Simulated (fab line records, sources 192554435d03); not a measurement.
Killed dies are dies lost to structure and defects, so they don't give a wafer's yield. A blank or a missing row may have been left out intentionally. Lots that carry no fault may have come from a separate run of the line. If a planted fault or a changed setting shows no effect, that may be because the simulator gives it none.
Chamber matching + flow n5 finfet + 4 sister chambers for N5_FIN_SAQP_MANDREL_ETCH_58 on rie si-04
The step etches a-Si in HBr/Cl2, stops on SiNx, target depth 45 nm, bt time 10 s, time 27 s. 8 wafers are shown with their chamber, then 12 later ones without.

WAFERS PAIRED WITH THEIR CHAMBERS
| wafer  | chamber | throttle valve pct (%) | oes product au (a.u.) |
|--------|---------|------------------------|-----------------------|
| L076.4 | 2       | 35.31                  | 0.707                 |
| L078.3 | 2       | 35.32                  | 0.691                 |
| L085.5 | 0       | 35.53                  | 0.709                 |
| L086.1 | 0       | 35.54                  | 0.703                 |
| L086.3 | 1       | 35.40                  | 0.685                 |
| L088.1 | 3       | 35.65                  | 0.714                 |
| L088.4 | 1       | 35.37                  | 0.696                 |
| L088.5 | 3       | 35.62                  | 0.719                 |

WAFERS WHOSE CHAMBER IS MISSING
| wafer  | throttle valve pct (%) | oes product au (a.u.) |
|--------|------------------------|-----------------------|
| L090.3 | 35.40                  | 0.684                 |
| L090.4 | 35.31                  | 0.707                 |
| L090.6 | 35.32                  | 0.692                 |
| L092.2 | 35.53                  | 0.704                 |
| L092.3 | 35.35                  | 0.697                 |
| L092.4 | 35.37                  | 0.690                 |
| L094.1 | 35.35                  | 0.683                 |
| L094.2 | 35.64                  | 0.713                 |
| L094.4 | 35.38                  | 0.698                 |
| L097.1 | 35.38                  | 0.691                 |
| L097.4 | 35.63                  | 0.716                 |
| L097.5 | 35.63                  | 0.726                 |

WHICH CHAMBER EACH WENT THROUGH
| wafer  | from the rows above     | in truth |
|--------|-------------------------|----------|
| L090.3 | 1                       | 1        |
| L090.4 | 2                       | 2        |
| L090.6 | 2                       | 2        |
| L092.2 | 0                       | 0        |
| L092.3 | can't be placed: 2 or 1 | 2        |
| L092.4 | 1                       | 1        |
| L094.1 | can't be placed: 1 or 2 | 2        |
| L094.2 | 3                       | 3        |
| L094.4 | 1                       | 1        |
| L097.1 | 1                       | 1        |
| L097.4 | 3                       | 3        |
| L097.5 | 3                       | 3        |
10 of 12 placed correctly. Can't be placed from these rows: 2 (the true chamber is among the candidates in 2). 0 placed wrongly.
How it was worked out, from the rows above alone: a wafer's distance from a chamber is the root of the sum, over the readings, of the square of ((its reading less the chamber's mean) divided by the reading's scatter). If the next closest chamber is less than 2 further off than the closest, the wafer can't be placed; otherwise it belongs to the closest. The mean given for a chamber averages the wafers shown for that chamber. The scatter is the square root of a quotient: the sum, over the shown wafers, of each reading's squared deviation from its chamber's mean, divided by wafers minus chambers.
